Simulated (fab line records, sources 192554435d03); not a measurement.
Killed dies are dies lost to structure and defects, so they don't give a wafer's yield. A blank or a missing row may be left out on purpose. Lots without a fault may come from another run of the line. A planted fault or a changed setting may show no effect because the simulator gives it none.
Chamber matching | flow n5_finfet | N5_BEOL_M1_STRIP_19 on rie_diel-01: 3 sister chambers
The step strips in O2. 6 wafers are shown with their chamber, then 8 later ones without.

WAFERS WITH THEIR CHAMBER
wafer  | chamber | drypump_motor_current_A (A) | throttle_valve_pct (%)
L074.5 | 3       | 6.0                         | 16.53
L075.3 | 3       | 6.0                         | 16.54
L081.3 | 2       | 5.1                         | 16.78
L084.2 | 2       | 5.2                         | 16.79
L084.3 | 1       | 6.4                         | 16.28
L084.6 | 1       | 6.3                         | 16.28

WAFERS WITHOUT THEIR CHAMBER
wafer  | drypump_motor_current_A (A) | throttle_valve_pct (%)
L086.3 | 5.1                         | 16.79
L086.5 | 6.3                         | 16.30
L086.6 | 5.1                         | 16.80
L092.1 | 6.3                         | 16.32
L092.2 | 5.2                         | 16.83
L092.5 | 6.0                         | 16.60
L097.4 | 6.3                         | 16.34
L097.6 | 6.0                         | 16.62

WHICH CHAMBER EACH WENT THROUGH
wafer  | from the rows above | in truth
L086.3 | 2                   | 2
L086.5 | 1                   | 1
L086.6 | 2                   | 2
L092.1 | 1                   | 1
L092.2 | 2                   | 2
L092.5 | 3                   | 3
L097.4 | 1                   | 1
L097.6 | 3                   | 3
Placed correctly: 8 of 8. Can't be placed from these rows: 0. Placed wrongly: 0.
How it was worked out, from the rows above alone: a wafer's distance from a chamber is the root of the sum, over the readings, of the square of ((its reading less the chamber's mean) divided by the reading's scatter). The wafer belongs to the nearest chamber; if the next one is less than 2 further off, it can't be placed. A chamber's mean is the mean of its shown wafers. The scatter: the root of (the sum of the squares of (reading less its chamber's mean) over the shown wafers, divided by (wafers less chambers)).
